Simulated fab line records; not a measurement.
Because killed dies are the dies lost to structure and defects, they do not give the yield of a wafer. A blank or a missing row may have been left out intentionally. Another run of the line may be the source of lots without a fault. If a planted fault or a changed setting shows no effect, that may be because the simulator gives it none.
fab line records :: flow n5-finfet
[record]
  lots = 7
  wafers = 39
route steps=1938 shown BEOL_M14@1751 MIM_TOP_ETCH@1853
start-h: the number of hours between the record's first day and the start of the first shown wafer of the lot :: wait-h: hours elapsed since this lot's preceding step :: " identical to the entry in the row above :: L1.1+2: one row covering several wafers at once :: - value missing, or start not given :: * or withheld: withheld :: < > ~ a bound
route shown NAME@n: a module of which the file shows steps, and the number in the route of the first :: usual: mean/standard deviation taken from wafers without a fault :: same: alike in all rows :: chamber/n: place in a boat :: sites: readings site by site :: _std_site: standard deviation across them :: _edge_site: inner sites' mean taken away from outer sites' mean :: radius-mm: for every site, how far away it sits from the centre of the wafer :: mask NAME#n: copy n :: behind: tool/chamber where the wafer was last shaped :: hold: the reason the lot was held/the length of the hold in hours/how it ended :: device: transistor that didn't switch, given as n, p or np :: end of line: the tests these same wafers got at the end of their route :: a step without rows: its recipe alone :: killed: dies that structure and defects cost at the first sort, which is not the same as the wafer's yield :: map: a wafer's dies, marking killed ones x, the rest . and places with no die _
set.NAME: the setting as run; set.NAME@STEP: as run at that earlier step :: model.NAME: the simulator's own value behind a step, which no gauge read
lots where settings were altered on purpose, with a table for each step and a row for each wafer
[[steps]]
[step N5_BEOL_M14_ETCH_68]
[recipe]
  chemistry = N2/H2
  target = SOC
  mask-material = SiARC
  source-w = 3000
  bias-w = 350
  temp-c = 40
  time-s = 450
  ion-energy-ev = 200
  pressure-mtorr = 30
  n2-flow-sccm = 200
  h2-flow-sccm = 200
lot.wafer: L079.1
tool: rie-diel-02
chamber: 1
start-h: 258.88
wait-h: 0.1
set.time-s: 450
model.SiARC_of_BEOL_M14_COAT_66.thk-nm: 65.8

lot.wafer: L079.2
tool: rie-diel-02
chamber: 3
start-h: 258.88
wait-h: 0.1
set.time-s: 450
model.SiARC_of_BEOL_M14_COAT_66.thk-nm: 66

lot.wafer: L079.3
tool: rie-diel-02
chamber: 2
start-h: 258.88
wait-h: 0.1
set.time-s: 233.3
model.SiARC_of_BEOL_M14_COAT_66.thk-nm: 86.6

lot.wafer: L079.4
tool: rie-diel-02
chamber: 0
start-h: 258.88
wait-h: 0.1
set.time-s: 233.3
model.SiARC_of_BEOL_M14_COAT_66.thk-nm: 87.4

lot.wafer: L079.5
tool: rie-diel-02
chamber: 1
start-h: 258.88
wait-h: 0.1
set.time-s: 233.3
model.SiARC_of_BEOL_M14_COAT_66.thk-nm: 87

lot.wafer: L079.6
tool: rie-diel-02
chamber: 2
start-h: 258.88
wait-h: 0.1
set.time-s: 450
model.SiARC_of_BEOL_M14_COAT_66.thk-nm: 64.8

lot.wafer: L080.1
tool: rie-diel-05
chamber: 1
start-h: 280.49
wait-h: 0.1
set.time-s: 450
model.SiARC_of_BEOL_M14_COAT_66.thk-nm: 64.2

lot.wafer: L080.2
tool: rie-diel-05
chamber: 2
start-h: 280.49
wait-h: 0.1
set.time-s: 378.9
model.SiARC_of_BEOL_M14_COAT_66.thk-nm: 71

lot.wafer: L080.3
tool: rie-diel-05
chamber: 3
start-h: 280.49
wait-h: 0.1
set.time-s: 450
model.SiARC_of_BEOL_M14_COAT_66.thk-nm: 64.8

lot.wafer: L080.4
tool: rie-diel-05
chamber: 0
start-h: 280.49
wait-h: 0.1
set.time-s: 450
model.SiARC_of_BEOL_M14_COAT_66.thk-nm: 64.6

lot.wafer: L080.5
tool: rie-diel-05
chamber: 2
start-h: 280.49
wait-h: 0.1
set.time-s: 378.9
model.SiARC_of_BEOL_M14_COAT_66.thk-nm: 71.4

lot.wafer: L080.6
tool: rie-diel-05
chamber: 1
start-h: 280.49
wait-h: 0.1
set.time-s: 378.9
model.SiARC_of_BEOL_M14_COAT_66.thk-nm: 71.8

lot.wafer: L083.1
tool: rie-diel-05
chamber: 3
start-h: 285.80
wait-h: 0.1
set.time-s: 621.9
model.SiARC_of_BEOL_M14_COAT_66.thk-nm: 47.8

lot.wafer: L083.2
tool: rie-diel-05
chamber: 0
start-h: 285.80
wait-h: 0.1
set.time-s: 450
model.SiARC_of_BEOL_M14_COAT_66.thk-nm: 64.6

lot.wafer: L083.3
tool: rie-diel-05
chamber: 2
start-h: 285.80
wait-h: 0.1
set.time-s: 621.9
model.SiARC_of_BEOL_M14_COAT_66.thk-nm: 46.4

lot.wafer: L083.4+5
tool: rie-diel-05
chamber: 1,0
start-h: 285.80
wait-h: 0.1
set.time-s: 450
model.SiARC_of_BEOL_M14_COAT_66.thk-nm: 64.4

lot.wafer: L083.6
tool: rie-diel-05
chamber: 3
start-h: 285.80
wait-h: 0.1
set.time-s: 621.9
model.SiARC_of_BEOL_M14_COAT_66.thk-nm: 47.6

lot.wafer: L082.1
tool: rie-diel-05
chamber: 3
start-h: 298.90
wait-h: 0.1
set.time-s: 450
model.SiARC_of_BEOL_M14_COAT_66.thk-nm: 64.8

lot.wafer: L082.2
tool: rie-diel-05
chamber: 1
start-h: 298.90
wait-h: 0.1
set.time-s: 450
model.SiARC_of_BEOL_M14_COAT_66.thk-nm: 64.6

lot.wafer: L082.3
tool: rie-diel-05
chamber: 0
start-h: 298.90
wait-h: 0.1
set.time-s: 652.9
model.SiARC_of_BEOL_M14_COAT_66.thk-nm: 43.6

lot.wafer: L082.4
tool: rie-diel-05
chamber: 2
start-h: 298.90
wait-h: 0.1
set.time-s: 450
model.SiARC_of_BEOL_M14_COAT_66.thk-nm: 63.4

lot.wafer: L082.5
tool: rie-diel-05
chamber: 0
start-h: 298.90
wait-h: 0.1
set.time-s: 652.9
model.SiARC_of_BEOL_M14_COAT_66.thk-nm: 43.8

lot.wafer: L082.6
tool: rie-diel-05
chamber: 1
start-h: 298.90
wait-h: 0.1
set.time-s: 652.9
model.SiARC_of_BEOL_M14_COAT_66.thk-nm: 43.2

lot.wafer: L091.2
tool: rie-diel-01
chamber: 2
start-h: 363.57
wait-h: 0.1
set.time-s: 450
model.SiARC_of_BEOL_M14_COAT_66.thk-nm: 66.8

lot.wafer: L091.3
tool: rie-diel-01
chamber: 0
start-h: 363.57
wait-h: 0.1
set.time-s: 450
model.SiARC_of_BEOL_M14_COAT_66.thk-nm: 65

lot.wafer: L091.4
tool: rie-diel-01
chamber: 1
start-h: 363.57
wait-h: 0.1
set.time-s: 450
model.SiARC_of_BEOL_M14_COAT_66.thk-nm: 65.8

lot.wafer: L093.1
tool: rie-diel-02
chamber: 3
start-h: 375.54
wait-h: 0.1
set.time-s: 450
model.SiARC_of_BEOL_M14_COAT_66.thk-nm: 65.2

lot.wafer: L093.2
tool: rie-diel-02
chamber: 2
start-h: 375.54
wait-h: 0.1
set.time-s: 450
model.SiARC_of_BEOL_M14_COAT_66.thk-nm: 64.8

lot.wafer: L093.3
tool: rie-diel-02
chamber: 1
start-h: 375.54
wait-h: 0.1
set.time-s: 323.6
model.SiARC_of_BEOL_M14_COAT_66.thk-nm: 79

lot.wafer: L093.4
tool: rie-diel-02
chamber: 0
start-h: 375.54
wait-h: 0.1
set.time-s: 323.6
model.SiARC_of_BEOL_M14_COAT_66.thk-nm: 78

lot.wafer: L093.5
tool: rie-diel-02
chamber: 0
start-h: 375.54
wait-h: 0.1
set.time-s: 450
model.SiARC_of_BEOL_M14_COAT_66.thk-nm: 65.4

lot.wafer: L093.6
tool: rie-diel-02
chamber: 1
start-h: 375.54
wait-h: 0.1
set.time-s: 323.6
model.SiARC_of_BEOL_M14_COAT_66.thk-nm: 78.8

lot.wafer: L092.1
tool: rie-diel-01
chamber: 2
start-h: 386.59
wait-h: 0.1
set.time-s: 450
model.SiARC_of_BEOL_M14_COAT_66.thk-nm: 65.2

lot.wafer: L092.2
tool: rie-diel-01
chamber: 0
start-h: 386.59
wait-h: 0.1
set.time-s: 695.8
model.SiARC_of_BEOL_M14_COAT_66.thk-nm: 39.6

lot.wafer: L092.3
tool: rie-diel-01
chamber: 1
start-h: 386.59
wait-h: 0.1
set.time-s: 450
model.SiARC_of_BEOL_M14_COAT_66.thk-nm: 64.4

lot.wafer: L092.4
tool: rie-diel-01
chamber: 3
start-h: 386.59
wait-h: 0.1
set.time-s: 450
model.SiARC_of_BEOL_M14_COAT_66.thk-nm: 65.6

lot.wafer: L092.5
tool: rie-diel-01
chamber: 1
start-h: 386.59
wait-h: 0.1
set.time-s: 695.8
model.SiARC_of_BEOL_M14_COAT_66.thk-nm: 39.8

lot.wafer: L092.6
tool: rie-diel-01
chamber: 2
start-h: 386.59
wait-h: 0.1
set.time-s: 695.8
model.SiARC_of_BEOL_M14_COAT_66.thk-nm: 41.2
[step N5_MIM_TOP_ETCH_PECVD_03]
[recipe]
  material = SiNx
  target-thk-a = 200
  temp-c = 400
  precursor = SiH4/NH3/N2
  pressure-torr = 1.5
  rf-w = 300
  time-s = 17.6
lot.wafer: L079.1+2
tool: pecvd-02
chamber: 0,1
start-h: 279.66
wait-h: -
set.time-s: 17.6
model.SiNx_of_MIM_TOP_ETCH_PECVD_03.thk-nm: 19.8

lot.wafer: L079.3+5+6
tool: pecvd-02
chamber: 2,2,0
start-h: 279.66
wait-h: -
set.time-s: 17.6
model.SiNx_of_MIM_TOP_ETCH_PECVD_03.thk-nm: 20

lot.wafer: L079.4
tool: pecvd-02
chamber: 1
start-h: 279.66
wait-h: -
set.time-s: 17.6
model.SiNx_of_MIM_TOP_ETCH_PECVD_03.thk-nm: 20.2

lot.wafer: L080.1
tool: pecvd-03
chamber: 0
start-h: 293.41
wait-h: -
set.time-s: 17.6
model.SiNx_of_MIM_TOP_ETCH_PECVD_03.thk-nm: 19.6

lot.wafer: L080.2
tool: pecvd-03
chamber: 1
start-h: 293.41
wait-h: -
set.time-s: 17.6
model.SiNx_of_MIM_TOP_ETCH_PECVD_03.thk-nm: 20.2

lot.wafer: L080.3+5
tool: pecvd-03
chamber: 2,0
start-h: 293.41
wait-h: -
set.time-s: 11.61
model.SiNx_of_MIM_TOP_ETCH_PECVD_03.thk-nm: 12.8

lot.wafer: L080.4
tool: pecvd-03
chamber: 2
start-h: 293.41
wait-h: -
set.time-s: 11.61
model.SiNx_of_MIM_TOP_ETCH_PECVD_03.thk-nm: 13.2

lot.wafer: L080.6
tool: pecvd-03
chamber: 1
start-h: 293.41
wait-h: -
set.time-s: 17.6
model.SiNx_of_MIM_TOP_ETCH_PECVD_03.thk-nm: 20.6

lot.wafer: L083.1
tool: pecvd-03
chamber: 2
start-h: 302.43
wait-h: -
set.time-s: 20.38
model.SiNx_of_MIM_TOP_ETCH_PECVD_03.thk-nm: 22.8

lot.wafer: L083.2
tool: pecvd-03
chamber: 1
start-h: 302.43
wait-h: -
set.time-s: 17.6
model.SiNx_of_MIM_TOP_ETCH_PECVD_03.thk-nm: 19.8

lot.wafer: L083.3
tool: pecvd-03
chamber: 0
start-h: 302.43
wait-h: -
set.time-s: 17.6
model.SiNx_of_MIM_TOP_ETCH_PECVD_03.thk-nm: 19.2

lot.wafer: L083.4
tool: pecvd-03
chamber: 0
start-h: 302.43
wait-h: -
set.time-s: 20.38
model.SiNx_of_MIM_TOP_ETCH_PECVD_03.thk-nm: 23

lot.wafer: L083.5
tool: pecvd-03
chamber: 2
start-h: 302.43
wait-h: -
set.time-s: 17.6
model.SiNx_of_MIM_TOP_ETCH_PECVD_03.thk-nm: 19.6

lot.wafer: L083.6
tool: pecvd-03
chamber: 1
start-h: 302.43
wait-h: -
set.time-s: 20.38
model.SiNx_of_MIM_TOP_ETCH_PECVD_03.thk-nm: 23.4

lot.wafer: L082.1
tool: pecvd-02
chamber: 1
start-h: 316.93
wait-h: -
set.time-s: 17.6
model.SiNx_of_MIM_TOP_ETCH_PECVD_03.thk-nm: 19.6

lot.wafer: L082.2
tool: pecvd-02
chamber: 0
start-h: 316.93
wait-h: -
set.time-s: 26.16
model.SiNx_of_MIM_TOP_ETCH_PECVD_03.thk-nm: 29.2

lot.wafer: L082.3+6
tool: pecvd-02
chamber: 2,0
start-h: 316.93
wait-h: -
set.time-s: 26.16
model.SiNx_of_MIM_TOP_ETCH_PECVD_03.thk-nm: 29.6

lot.wafer: L082.4
tool: pecvd-02
chamber: 1
start-h: 316.93
wait-h: -
set.time-s: 17.6
model.SiNx_of_MIM_TOP_ETCH_PECVD_03.thk-nm: 19.8

lot.wafer: L082.5
tool: pecvd-02
chamber: 2
start-h: 316.93
wait-h: -
set.time-s: 17.6
model.SiNx_of_MIM_TOP_ETCH_PECVD_03.thk-nm: 20

lot.wafer: L091.2+4
tool: pecvd-01
chamber: 2,1
start-h: 379.13
wait-h: -
set.time-s: 17.6
model.SiNx_of_MIM_TOP_ETCH_PECVD_03.thk-nm: 20.6

lot.wafer: L091.3
tool: pecvd-01
chamber: 0
start-h: 379.13
wait-h: -
set.time-s: 17.6
model.SiNx_of_MIM_TOP_ETCH_PECVD_03.thk-nm: 20.2

lot.wafer: L092.1
tool: pecvd-01
chamber: 0
start-h: 398.89
wait-h: -
set.time-s: 17.6
model.SiNx_of_MIM_TOP_ETCH_PECVD_03.thk-nm: 20

lot.wafer: L092.2
tool: pecvd-01
chamber: 2
start-h: 398.89
wait-h: -
set.time-s: 25.79
model.SiNx_of_MIM_TOP_ETCH_PECVD_03.thk-nm: 29.4

lot.wafer: L092.3+5
tool: pecvd-01
chamber: 1
start-h: 398.89
wait-h: -
set.time-s: 25.79
model.SiNx_of_MIM_TOP_ETCH_PECVD_03.thk-nm: 29.6

lot.wafer: L092.4
tool: pecvd-01
chamber: 0
start-h: 398.89
wait-h: -
set.time-s: 17.6
model.SiNx_of_MIM_TOP_ETCH_PECVD_03.thk-nm: 20.2

lot.wafer: L092.6
tool: pecvd-01
chamber: 2
start-h: 398.89
wait-h: -
set.time-s: 17.6
model.SiNx_of_MIM_TOP_ETCH_PECVD_03.thk-nm: 20.4

lot.wafer: L093.1
tool: pecvd-02
chamber: 2
start-h: 408.00
wait-h: -
set.time-s: 17.6
model.SiNx_of_MIM_TOP_ETCH_PECVD_03.thk-nm: 19.8

lot.wafer: L093.2
tool: pecvd-02
chamber: 1
start-h: 408.00
wait-h: -
set.time-s: 26.59
model.SiNx_of_MIM_TOP_ETCH_PECVD_03.thk-nm: 29.8

lot.wafer: L093.3
tool: pecvd-02
chamber: 0
start-h: 408.00
wait-h: -
set.time-s: 26.59
model.SiNx_of_MIM_TOP_ETCH_PECVD_03.thk-nm: 30.2

lot.wafer: L093.4
tool: pecvd-02
chamber: 2
start-h: 408.00
wait-h: -
set.time-s: 17.6
model.SiNx_of_MIM_TOP_ETCH_PECVD_03.thk-nm: 20.2

lot.wafer: L093.5
tool: pecvd-02
chamber: 1
start-h: 408.00
wait-h: -
set.time-s: 26.59
model.SiNx_of_MIM_TOP_ETCH_PECVD_03.thk-nm: 30.4

lot.wafer: L093.6
tool: pecvd-02
chamber: 0
start-h: 408.00
wait-h: -
set.time-s: 17.6
model.SiNx_of_MIM_TOP_ETCH_PECVD_03.thk-nm: 20
[[key]]
[split]
  step = N5_BEOL_M14_ETCH_68
  setting = time-s
  stated = 450
  by = wafer
[response]
  step = N5_BEOL_M14_ETCH_68
  reading = model.SiARC_of_BEOL_M14_COAT_66.thk-nm
  change = -0.455
  per = 1%
  r = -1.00
[split]
  step = N5_MIM_TOP_ETCH_PECVD_03
  setting = time-s
  stated = 17.6
  by = wafer
[response]
  step = N5_MIM_TOP_ETCH_PECVD_03
  reading = model.SiNx_of_MIM_TOP_ETCH_PECVD_03.thk-nm
  change = +0.202
  per = 1%
  r = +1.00
